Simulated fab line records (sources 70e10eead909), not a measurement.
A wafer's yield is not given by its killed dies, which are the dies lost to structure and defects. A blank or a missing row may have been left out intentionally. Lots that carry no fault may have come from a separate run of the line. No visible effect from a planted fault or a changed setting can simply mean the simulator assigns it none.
Comparing a struck lot with a sound one -- flow nand_harc -- 35 steps out of a route of 1302
Sound: these wafers, L664.1, L664.4, L664.6. Wafers struck: L668.1, L668.2, L668.5. Last of all comes the cause.
At each step with rows: each side's tool, then ch and its chambers, then its first start. Under that, the readings that differ: sound wafers -- struck wafers -- difference of the means -- sigmas: that difference in standard deviations of wafers without a fault.
alike: readings with means less than 2 such deviations apart, plus words and numbers identical on both sides. not compared: withheld readings, readings lacking a value on some wafer, bounds such as >300 that could conceal the same value, and numbers that have no deviation in the record and whose values overlap.
Wherever a step has rows on one side only, a row that says differs or no value, or a row with sigmas, the two part there. Non-overlapping numbers with no deviation appear without sigmas and do not part them. A reading that every wafer of one side lacks parts them only if that side has two wafers or more.

first, 7 steps without rows for these wafers: NHARC_P_STI_DEVELOP_08 (time 50 s); NHARC_P_STI_HARDBAKE_13 (time 65 s); NHARC_P_STI_DESCUM_14 (chemistry O2, time 3 s); NHARC_P_STI_ETCH_42 (etches the open film in N2/H2, target depth 80 nm, overetch 24 nm, time 61 s); NHARC_P_STI_ETCH_31 (etches the open film in CF4/CHF3, target depth 108.9 nm, time 54.5 s); NHARC_P_STI_ETCH_15 (etches the open film in HBr/Cl2, target depth 300 nm, time 100.1 s); NHARC_P_STI_STRIP_19 (strips in SPM, time 900 s).
NHARC_P_STI_PRECLEAN_32: cleans in SC1.
  sound on wet_bench-09 ch 4,6,7, day 5 18:32; struck on wet_bench-07 ch 1,4,5, day 7 12:05
then, 25 steps without rows for these wafers: NHARC_P_STI_SRD_23; NHARC_P_STI_OXIDE_33 (material SiO2, target thk 10 nm, ox time 281 s); NHARC_P_STI_HDPCVD_20 (deposits SiO2); NHARC_P_STI_ANNEAL_34 (time 1800 s); NHARC_P_STI_CMP_21 (polishes, t overpolish 20 s, target thk 380.67 nm); NHARC_P_STI_SRD_35; NHARC_P_STI_ETCH_36 (etches SiO2 in dHF, target depth 38.8 nm); NHARC_P_STI_STRIP_24 (strips Si3N4 in H3PO4); NHARC_P_STI_ETCH_37 (etches SiO2 in dHF, target depth 11 nm); NHARC_P_STI_PRECLEAN_38 (cleans in SC1); NHARC_P_STI_SRD_39; NHARC_P_STI_OXIDE_40 (material SiO2, target thk 10 nm, ox time 1362 s); NHARC_P_GATE_ETCH_69 (etches SiO2 in dHF, target depth 14 nm); NHARC_P_GATE_PRECLEAN_70 (cleans in SC1); NHARC_P_GATE_SRD_01; NHARC_P_GATE_OXIDE_02 (material SiO2, target thk 37.5 nm, ox time 365 s); NHARC_P_GATE_DEHYDRATE_03 (time 120 s); NHARC_P_GATE_HMDS_04 (time 30 s); NHARC_P_GATE_COAT_05; NHARC_P_GATE_SOFTBAKE_06 (time 95 s); NHARC_P_GATE_EBR_07; NHARC_P_GATE_EXPOSE_08 (exposes mask P HV); NHARC_P_GATE_PEB_09 (peb time 85 s); NHARC_P_GATE_DEVELOP_10 (time 70 s); NHARC_P_GATE_HARDBAKE_12 (time 80 s).
-- jump in the record: it breaks off in module P_GATE and resumes in module END (first step shown: number 1301 of the route), and 22 days separate the struck wafers' starts before and after --
NHARC_END_WLT_00:
  sound on prober-01, day 26 20:52; struck on prober-02, day 29 06:11
reading,sound,struck,difference,sigmas
VT_DECK1_BOTTOM,0.871 0.866 0.866,1.010 1.011 0.995,+0.138,+17
VT_DECK1_BOTTOM_INNER,0.862 0.866 0.868,1.005 1.014 1.004,+0.142,+18
VT_DECK1_MEDIAN_NEAR_BOTTOM,0.866 0.870 0.865,0.999 1.010 1.002,+0.137,+18
VT_DECK1_MEDIAN_NEAR_BOTTOM_INNER,0.871 0.871 0.868,1.004 1.020 0.998,+0.137,+19
VT_DECK1_MIDDLE,0.888 0.883 0.876,1.016 1.026 1.021,+0.139,+19
VT_DECK1_MIDDLE_INNER,0.883 0.878 0.879,1.009 1.021 1.020,+0.137,+18
VT_DECK1_TOP,0.887 0.882 0.895,1.031 1.031 1.029,+0.142,+18
VT_DECK1_TOP_INNER,0.891 0.892 0.892,1.029 1.037 1.029,+0.140,+18
VT_DECK2_BOTTOM,0.873 0.877 0.879,1.002 1.004 0.987,+0.121,+18
VT_DECK2_BOTTOM_INNER,0.867 0.881 0.874,0.995 1.002 1.003,+0.126,+18
VT_DECK2_MEDIAN_NEAR_BOTTOM,0.882 0.887 0.879,0.997 0.999 0.990,+0.113,+15
VT_DECK2_MEDIAN_NEAR_BOTTOM_INNER,0.874 0.876 0.876,0.992 1.000 0.989,+0.118,+17
VT_DECK2_MIDDLE,0.894 0.895 0.890,1.018 1.024 1.003,+0.122,+17
VT_DECK2_MIDDLE_INNER,0.887 0.891 0.889,1.014 1.015 1.013,+0.125,+18
VT_DECK2_TOP,0.898 0.904 0.909,1.027 1.025 1.031,+0.124,+17
VT_DECK2_TOP_INNER,0.900 0.900 0.905,1.035 1.031 1.029,+0.130,+19
  not compared: hold
NHARC_END_SORT_01:
  sound on prober-01 ch 0, day 26 23:53; struck on prober-02 ch 0, day 29 10:41
reading,sound,struck,difference,sigmas
hold,- - -,await_dispo/1.5h/release await_dispo/1.5h/release await_dispo/1.5h/release,no value on the sound wafers,
killed_at_array,30 35 28,78 79 94,+53,+2
killed_dies,36 44 34,85 83 98,+51,+2
  alike: killed_at_other, killed_at_periphery, killed_open, killed_short

## WHERE THEY PART
First at NHARC_END_WLT_00; last, within this record, at NHARC_END_SORT_01.

WHY: whatever the simulator had introduced
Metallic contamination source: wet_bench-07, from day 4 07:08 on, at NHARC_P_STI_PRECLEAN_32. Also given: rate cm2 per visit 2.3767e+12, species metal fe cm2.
